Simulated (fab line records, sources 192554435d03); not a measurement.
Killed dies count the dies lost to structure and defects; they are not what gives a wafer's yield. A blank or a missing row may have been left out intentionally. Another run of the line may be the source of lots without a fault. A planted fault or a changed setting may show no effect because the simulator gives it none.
Matching of chambers || flow n5-finfet || 3 sister chambers for N5_BEOL_M7_CURE_75 on uv-cure-01
The step cures SiCOH lowk, time 120 s. 6 wafers are shown with their chamber, then 7 later ones without.

WAFERS, EACH WITH ITS CHAMBER
{"wafer": "L079.4", "chamber": 0, "wafer_temp_C_max": 371.4, "lamp-power-pct (%)": 52.29}
{"wafer": "L079.5", "chamber": 0, "wafer_temp_C_max": 371.6, "lamp-power-pct (%)": 52.27}
{"wafer": "L088.5", "chamber": 1, "wafer_temp_C_max": 374.4, "lamp-power-pct (%)": 52.27}
{"wafer": "L088.6", "chamber": 1, "wafer_temp_C_max": 372.2, "lamp-power-pct (%)": 52.34}
{"wafer": "L092.1", "chamber": 2, "wafer_temp_C_max": 371.5, "lamp-power-pct (%)": 52.23}
{"wafer": "L092.2", "chamber": 2, "wafer_temp_C_max": 370.7, "lamp-power-pct (%)": 52.28}

WAFERS WITH NO CHAMBER GIVEN
{"wafer": "L092.3", "wafer_temp_C_max": 370.7, "lamp-power-pct (%)": 52.28}
{"wafer": "L093.2", "wafer_temp_C_max": 371.2, "lamp-power-pct (%)": 52.38}
{"wafer": "L093.4", "wafer_temp_C_max": 371.1, "lamp-power-pct (%)": 52.34}
{"wafer": "L093.5", "wafer_temp_C_max": 371.0, "lamp-power-pct (%)": 52.29}
{"wafer": "L095.2", "wafer_temp_C_max": 371.5, "lamp-power-pct (%)": 52.31}
{"wafer": "L095.5", "wafer_temp_C_max": 372.0, "lamp-power-pct (%)": 52.26}
{"wafer": "L095.6", "wafer_temp_C_max": 371.1, "lamp-power-pct (%)": 52.26}

THE CHAMBER EACH PASSED THROUGH
{"wafer": "L092.3", "from the rows above": "can't be placed: 2 or 0 or 1", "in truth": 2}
{"wafer": "L093.2", "from the rows above": "can't be placed: 0 or 1 or 2", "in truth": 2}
{"wafer": "L093.4", "from the rows above": "can't be placed: 0 or 2 or 1", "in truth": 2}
{"wafer": "L093.5", "from the rows above": "can't be placed: 0 or 2 or 1", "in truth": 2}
{"wafer": "L095.2", "from the rows above": "can't be placed: 0 or 2 or 1", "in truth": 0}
{"wafer": "L095.5", "from the rows above": "can't be placed: 0 or 2 or 1", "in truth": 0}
{"wafer": "L095.6", "from the rows above": "can't be placed: 2 or 0", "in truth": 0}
Correct placement for 0 of the 7. These rows do not allow placing 7 (true chamber among the candidates in 7). Wrongly placed: 0.
How it was worked out, from the rows above alone: a wafer's distance from a chamber is the root of the sum, over the readings, of the square of ((its reading less the chamber's mean) divided by the reading's scatter). If the next closest chamber is less than 2 further off than the closest, the wafer can't be placed; otherwise it belongs to the closest. The mean given for a chamber averages the wafers shown for that chamber. The scatter: the root of (the sum of the squares of (reading less its chamber's mean) over the shown wafers, divided by (wafers less chambers)).
